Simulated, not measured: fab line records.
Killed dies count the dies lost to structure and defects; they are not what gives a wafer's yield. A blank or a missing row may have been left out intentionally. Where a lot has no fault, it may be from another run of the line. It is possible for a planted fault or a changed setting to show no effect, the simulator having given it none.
fab line records | flow n5-finfet
record: lots: 6 wafers: 16 last-day: 17
route steps=1938 shown TV_LITHO@1878 TV_OPEN@1887
lots that met no fault: taken from a fault-free run of the same line
start-h: hours from the record's first day to the start of the lot's first wafer shown | wait-h: hours from the lot's prior step to this one | " as in the row above | L1.1+2: a single row standing in for several wafers | - no value present, or no start provided | * or withheld: withheld | < > ~ a bound
route shown NAME@n: a module of which the file shows steps, and the number in the route of the first | usual: mean and standard deviation over wafers with no fault | same: alike in all rows | chamber/n: place in a boat | sites: the reading at each site | _std_site: their standard deviation | _edge_site: mean of outer sites minus mean of inner sites | radius-mm: how far each site lies from the wafer's centre | mask NAME#n: copy n | behind: the last tool/chamber to shape the wafer | hold: why the lot was held/for how many hours/how that ended | device: the n, p or np transistor that did not switch | end of line: the route-end tests of the same wafers | for a step that has no rows: nothing shown but its recipe | killed: not the wafer's yield, but the dies lost to structure and defects at the first sort | map: dies across one wafer; x = killed, . = not, _ = none there
set.NAME: the setting the step ran with; set.NAME@STEP: the setting that earlier step ran with | model.NAME: the simulator's own value behind a step, which no gauge read
a table for each step, a row for each wafer; lots at some steps of the route
services: a tool's chamber out of use, with start hour (start-h, from the record's first day; less than 0 if before it), hours out, and reason
== steps ==
step: N5_PASSIVATION_SOFTBAKE_05
recipe: temp-c: 100 time-s: 90
step: N5_PASSIVATION_EXPOSE_07
recipe: mask-id: TV na: 0.55 source-shape: conventional sigma-outer: 0.8 polarization: unpolarized defocus-nm: 0 target-cd-nm: 3000 dose-mj: 22.75
step: N5_PASSIVATION_PEB_08
recipe: peb-temp-c: withheld peb-time-s: *
step: N5_PASSIVATION_DEVELOP_09
recipe: develop-time-s: 60 rinse-liquid: diw dry: air-spin dev-temp-c: 21
step: N5_PASSIVATION_HARDBAKE_11
recipe: temp-c: 130 time-s: 120
step: N5_PASSIVATION_CD_MEAS_10
recipe: target-cd-nm: 3000 landing-energy-ev: 500 detector: se-inlens
usual: cd-nm: 3001.3/1.5
columns lot.wafer tool chamber start-h wait-h cd-nm
L504.1 cd-sem-03 0 279.62 - 3001.0
L504.2 " 0 " " 2999.8
L504.5 " 0 " " 3000.5
L507.4 cd-sem-03 0 302.84 - 2997.9
L507.5 " 0 " " 2998.8
L513.4 cd-sem-01 0 328.29 - 3003.6
L513.5 " 0 " " 3002.1
L520.1 cd-sem-02 0 376.50 - 3003.8
L520.2 " 0 " " 3002.6
L520.5 " 0 " " 3002.2
L523.1 cd-sem-02 0 404.06 - 3001.4
L523.3 " 0 " " 3003.5
L523.4 " 0 " " 3002.1
L524.4 cd-sem-01 0 408.59 - 3001.9
L524.5 " 0 " " 3002.3
L524.6 " 0 " " 3003.0
step: N5_PASSIVATION_OVL_MEAS_60
recipe: points-per-wafer: 44
usual: TV_OVL: 1/5.9
columns lot.wafer tool chamber start-h wait-h TV_OVL[nm]
L504.1 overlay-02 0 279.65 0.0 -10
L504.2 " 0 " " -22
L504.5 " 0 " " -8
L507.4 overlay-02 0 302.86 0.0 -2
L507.5 " 0 " " -3
L513.4 overlay-01 0 328.31 0.0 -6
L513.5 " 0 " " 3
L520.1 overlay-02 0 376.53 0.0 3
L520.2 " 0 " " 5
L520.5 " 0 " " 5
L523.1 overlay-01 0 404.09 0.0 -4
L523.3 " 0 " " -5
L523.4 " 0 " " -1
L524.4 overlay-01 0 408.62 0.0 0
L524.5 " 0 " " 5
L524.6 " 0 " " 12
step: N5_PASSIVATION_INSPECT_61
recipe: mode: adi inspect-instrument: macro
usual: raw-defect-count: 2.1/1.4
columns lot.wafer tool chamber start-h wait-h raw-defect-count
L504.1 defect-inspect-01 - 279.68 0.0 2
L504.2 " - " " 1
L504.5 " - " " 0
L507.4 defect-inspect-01 - 302.89 0.0 2
L507.5 " - " " 2
L513.4 defect-inspect-01 - 328.34 0.0 1
L513.5 " - " " 2
L520.1 defect-inspect-01 - 376.55 0.0 1
L520.2 " - " " 1
L520.5 " - " " 3
L523.1 defect-inspect-02 - 404.12 0.0 3
L523.3 " - " " 2
L523.4 " - " " 1
L524.4 defect-inspect-02 - 408.64 0.0 2
L524.5 " - " " 4
L524.6 " - " " 3
step: N5_PASSIVATION_DESCUM_12
recipe: chemistry: O2 time-s: 7.9 source-power-w: 50 bias-power-w: 20 pressure-mtorr: 20 rf-frequency-hz: 2.712e+07 temp-c: 40 o2-flow-sccm: 225
usual: drypump-motor-current-A: 5.9/0.34 oes-product-au: 0.82/0.073 rf-vpp-V: 243.2/1.2 showerhead-plenum-p-Torr: 2.09/0.052 throttle-valve-pct: 20.42/0.28
columns lot.wafer tool chamber start-h wait-h drypump-motor-current-A oes-product-au rf-hours-counter-h rf-vpp-V showerhead-plenum-p-Torr throttle-valve-pct
L504.1 rie-diel-03 3 279.71 0.0 6.3 0.73 186 244.3 2.17 20.41
L504.2 " 1 " " 6.1 0.73 199 243.4 2.17 20.88
L504.5 " 3 " " 6.3 0.74 - 245.7 2.17 20.42
L507.4 rie-diel-03 0 302.92 0.0 5.6 0.84 83 242.8 2.02 19.89
L507.5 " 1 " " 6.1 0.72 - 244.5 2.16 20.89
L513.4 rie-diel-03 1 328.47 0.1 6.1 0.71 213 245.3 2.16 20.89
L513.5 " 2 " " 6.3 0.86 - 242.0 2.04 20.29
L520.1 rie-diel-06 0 376.85 0.3 5.8 0.85 39 243.8 2.14 20.22
L520.2 " 2 " " 5.2 0.76 141 243.7 2.09 20.74
L520.5 " 2 " " 5.2 0.76 - 242.8 2.09 20.73
L523.1 rie-diel-06 2 404.53 0.4 5.2 0.75 150 243.3 2.09 20.75
L523.3 " 3 " " 5.8 0.80 75 243.0 2.11 20.08
L523.4 " 0 " " 5.8 0.84 48 244.6 2.14 20.22
L524.4 rie-diel-06 3 408.68 0.0 5.8 0.80 77 242.2 2.11 20.08
L524.5 " 0 " " 5.8 0.84 - 244.6 2.14 20.23
L524.6 " 1 " " 5.9 0.91 - 241.4 2.05 20.71
step: N5_PASSIVATION_PASS_ETCH_74
recipe: chemistry: CF4/O2 target: SiNx target-depth-a: 2200 time-s: 110 ion-energy-ev: 100 pressure-mtorr: 40 source-w: 535 bias-w: 49 Ar_flow_sccm: 100 cf4-flow-sccm: 100 O2_flow_sccm: 10
usual: drypump-motor-current-A: 5.9/0.34 oes-product-au: 0.82/0.073 rf-vpp-V: 241/3.3 showerhead-plenum-p-Torr: 2.20/0.052 throttle-valve-pct: 15.96/0.28
columns lot.wafer tool chamber start-h wait-h drypump-motor-current-A oes-product-au rf-hours-counter-h rf-vpp-V showerhead-plenum-p-Torr throttle-valve-pct
L504.1 rie-diel-03 3 279.78 0.0 6.3 0.74 186 238 2.29 16.03
L504.2 " 1 " " 6.1 0.72 199 243 2.28 16.46
L504.5 " 3 " " 6.3 0.74 - 240 2.29 16.04
L507.4 rie-diel-03 0 302.99 0.0 5.6 0.85 83 238 2.14 15.47
L507.5 " 1 " " 6.1 0.72 - 245 2.28 16.48
L513.4 rie-diel-03 1 328.54 0.0 6.1 0.71 213 244 2.28 16.49
L513.5 " 2 " " 6.3 0.85 - 236 2.15 15.80
L520.1 rie-diel-06 0 376.92 0.0 5.7 0.85 39 243 2.24 15.70
L520.2 " 2 " " 5.2 0.76 142 243 2.21 16.31
L520.5 " 2 " " 5.2 0.76 - 244 2.21 16.31
L523.1 rie-diel-06 2 404.60 0.0 5.2 0.77 150 243 2.21 16.32
L523.3 " 3 " " 5.8 0.82 75 237 2.23 15.65
L523.4 " 0 " " 5.7 0.85 48 244 2.24 15.72
L524.4 rie-diel-06 3 408.74 0.0 5.8 0.82 77 238 2.23 15.66
L524.5 " 0 " " 5.8 0.85 - 245 2.24 15.71
L524.6 " 1 " " 5.9 0.93 - 245 2.16 16.13
step: N5_PASSIVATION_VIA_ETCH_13
recipe: chemistry: CHF3/O2 target: SiO2 target-depth-a: 6600 CHF3_flow_sccm: 50 O2_flow_sccm: 5 Ar_flow_sccm: 200 time-s: 330 mask-material: PR pressure-mtorr: 30 source-w: 650 bias-w: 170 ion-energy-ev: 200 ends: cleared
usual: drypump-motor-current-A: 5.9/0.34 etch-rf-on-time-s: 236/4.1 oes-product-au: 0.74/0.066 rf-vpp-V: 524/6.7 showerhead-plenum-p-Torr: 2.41/0.057 throttle-valve-pct: 18.85/0.28
columns lot.wafer tool chamber start-h wait-h drypump-motor-current-A etch-rf-on-time-s oes-product-au rf-hours-counter-h rf-vpp-V showerhead-plenum-p-Torr throttle-valve-pct
L504.1 rie-diel-03 3 279.87 0.0 6.3 240 0.65 186 521 2.50 18.90
L504.2 " 1 " " 6.1 242 0.64 199 530 2.49 19.33
L504.5 " 3 " " 6.3 244 0.65 - 520 2.50 18.90
L507.4 rie-diel-03 0 303.08 0.0 5.6 233 0.76 83 519 2.34 18.39
L507.5 " 1 " " 6.1 241 0.64 - 530 2.49 19.35
L513.4 rie-diel-03 1 328.63 0.0 6.1 243 0.64 214 530 2.49 19.36
L513.5 " 2 " " 6.3 239 0.76 - 516 2.34 18.64
L520.1 rie-diel-06 0 377.01 0.0 5.7 232 0.77 39 529 2.45 18.59
L520.2 " 2 " " 5.2 236 0.69 142 531 2.40 19.15
L520.5 " 2 " " 5.2 240 0.69 - 532 2.40 19.15
L523.1 rie-diel-06 2 404.69 0.0 5.2 233 0.69 150 530 2.40 19.15
L523.3 " 3 " " 5.8 233 0.73 75 517 2.43 18.54
L523.4 " 0 " " 5.7 236 0.77 48 530 2.44 18.59
L524.4 rie-diel-06 3 408.83 0.0 5.8 233 0.73 77 518 2.43 18.51
L524.5 " 0 " " 5.8 234 0.76 - 531 2.44 18.60
L524.6 " 1 " " 5.9 230 0.83 - 535 2.36 19.10
step: N5_PASSIVATION_STRIP_14
recipe: chemistry: O2 power-w: 600 temp-c: 60 pressure-mtorr: 30 rf-frequency-hz: 6e+07 bias-power-w: 0 overash-fraction: 0.5 o2-flow-sccm: 225
usual: drypump-motor-current-A: 5.9/0.34 oes-product-au: 0.82/0.074 rf-vpp-V: 3.6/0.81 showerhead-plenum-p-Torr: 2.10/0.052 throttle-valve-pct: 16.65/0.27
columns lot.wafer tool chamber start-h wait-h drypump-motor-current-A oes-product-au rf-hours-counter-h rf-vpp-V showerhead-plenum-p-Torr throttle-valve-pct
L504.1 rie-diel-03 3 280.07 0.1 6.3 0.72 186 2.9 2.17 16.67
L504.2 " 1 " " 6.1 0.71 199 3.5 2.17 17.11
L504.5 " 3 " " 6.3 0.73 - 3.3 2.17 16.68
L507.4 rie-diel-03 0 303.27 0.1 5.6 0.85 83 4.1 2.03 16.15
L507.5 " 1 " " 6.1 0.71 - 2.4 2.17 17.12
L513.4 rie-diel-03 1 328.83 0.1 6.1 0.71 214 4.0 2.16 17.17
L513.5 " 2 " " 6.3 0.86 - 4.4 2.05 16.50
L520.1 rie-diel-06 0 377.21 0.1 5.8 0.86 39 3.8 2.14 16.43
L520.2 " 2 " " 5.2 0.76 142 2.9 2.10 16.96
L520.5 " 2 " " 5.2 0.75 - 5.1 2.10 16.97
L523.1 rie-diel-06 2 404.89 0.1 5.2 0.75 150 4.8 2.09 16.95
L523.3 " 3 " " 5.8 0.79 75 3.5 2.12 16.33
L523.4 " 0 " " 5.7 0.84 48 4.6 2.14 16.46
L524.4 rie-diel-06 3 409.03 0.1 5.8 0.81 77 3.4 2.12 16.29
L524.5 " 0 " " 5.8 0.86 - 3.1 2.14 16.43
L524.6 " 1 " " 5.9 0.92 - 3.9 2.06 16.87
step: N5_PASSIVATION_ETCH_15
recipe: chemistry: CF4/N2 target: SiCN target-depth-a: 750 taper-deg: 2 time-s: 81.2 ion-energy-ev: 150 mask-material: SiNx pressure-mtorr: 40 source-w: 430 bias-w: 70 Ar_flow_sccm: 100 cf4-flow-sccm: 60 n2-flow-sccm: 60
usual: drypump-motor-current-A: 5.9/0.34 n2-flow-sccm: 59.96/0.17 oes-product-au: 0.82/0.073 rf-vpp-V: 382.3/1.5 showerhead-plenum-p-Torr: 2.20/0.052 throttle-valve-pct: 15.40/0.28
columns lot.wafer tool chamber start-h wait-h drypump-motor-current-A n2-flow-sccm oes-product-au rf-hours-counter-h rf-vpp-V showerhead-plenum-p-Torr throttle-valve-pct model.etch.depth-nm
L504.1 rie-diel-03 3 280.11 - 6.3 60.21 0.72 186 385.1 2.28 15.45 63.77
L504.2 " 1 " " 6.1 60.17 0.72 199 384.0 2.28 15.89 63.51
L504.5 " 3 " " 6.3 60.10 0.73 - 384.3 2.28 15.48 63.82
L507.4 rie-diel-03 0 303.31 - 5.7 59.86 0.85 83 380.4 2.14 14.94 76.95
L507.5 " 1 " " 6.1 59.89 0.72 - 386.2 2.28 15.93 74.75
L513.4 rie-diel-03 1 328.87 - 6.1 59.93 0.72 214 384.9 2.28 15.92 74.52
L513.5 " 2 " " 6.3 59.62 0.86 - 380.5 2.15 15.21 76.26
L520.1 rie-diel-06 0 377.25 - 5.8 60.26 0.86 39 382.9 2.24 15.14 65.75
L520.2 " 2 " " 5.2 60.08 0.75 142 382.5 2.21 15.72 64.67
L520.5 " 2 " " 5.2 59.84 0.76 - 382.8 2.21 15.74 64.85
L523.1 rie-diel-06 2 404.93 - 5.2 59.80 0.76 150 380.7 2.21 15.74 65.92
L523.3 " 3 " " 5.8 60.13 0.82 75 382.4 2.23 15.08 66.94
L523.4 " 0 " " 5.7 60.06 0.85 48 383.1 2.24 15.15 66.55
L524.4 rie-diel-06 3 409.07 - 5.8 59.83 0.81 77 382.8 2.23 15.11 65.76
L524.5 " 0 " " 5.8 60.02 0.84 - 381.3 2.24 15.16 65.92
L524.6 " 1 " " 5.9 60.21 0.91 - 382.7 2.16 15.55 65.67
step: N5_PASSIVATION_STRIP_73
recipe: chemistry: post-etch-residue-remover time-s: 60 temp-c: 25 remover-ph: withheld remover-water-wt-pct: withheld remover-fluoride-wt-pct: withheld
== services ==
columns tool chamber start-h hours kind
rie-diel-06 0 255.87 - clean
rie-diel-06 0 255.87 - consumable-replace:focus-ring
rie-diel-06 0 255.87 11.8 scheduled-down
rie-diel-06 0 255.87 11.8 vent-cycle
rie-diel-03 0 268.67 3.8 repair
rie-diel-06 1 286.23 - clean
rie-diel-06 1 286.23 - consumable-replace:focus-ring
rie-diel-06 1 286.23 25.2 scheduled-down
rie-diel-06 1 286.23 25.2 vent-cycle
== key ==
first-sign none at tools or gauges
model-effect: step: N5_PASSIVATION_ETCH_15 value: etch.depth-nm without: 65.4 struck: 75.62
met-at N5_PASSIVATION_ETCH_15
struck-wafers L507.4,L507.5,L513.4,L513.5
onset-between 280.11 303.31
also-fits N5_PASSIVATION_DESCUM_12:rie-diel-03,N5_PASSIVATION_PASS_ETCH_74:rie-diel-03,N5_PASSIVATION_VIA_ETCH_13:rie-diel-03,N5_PASSIVATION_STRIP_14:rie-diel-03
fault: kind: process-parameter-drift tool: rie-diel-03 chamber: - onset-h: 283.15 steps: N5_PASSIVATION_ETCH_15 channel: target-depth-a offset: 117.18 shape: step end-h: 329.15 scope: struck-wafers-only acts-in: these-recipes-only stated: 750
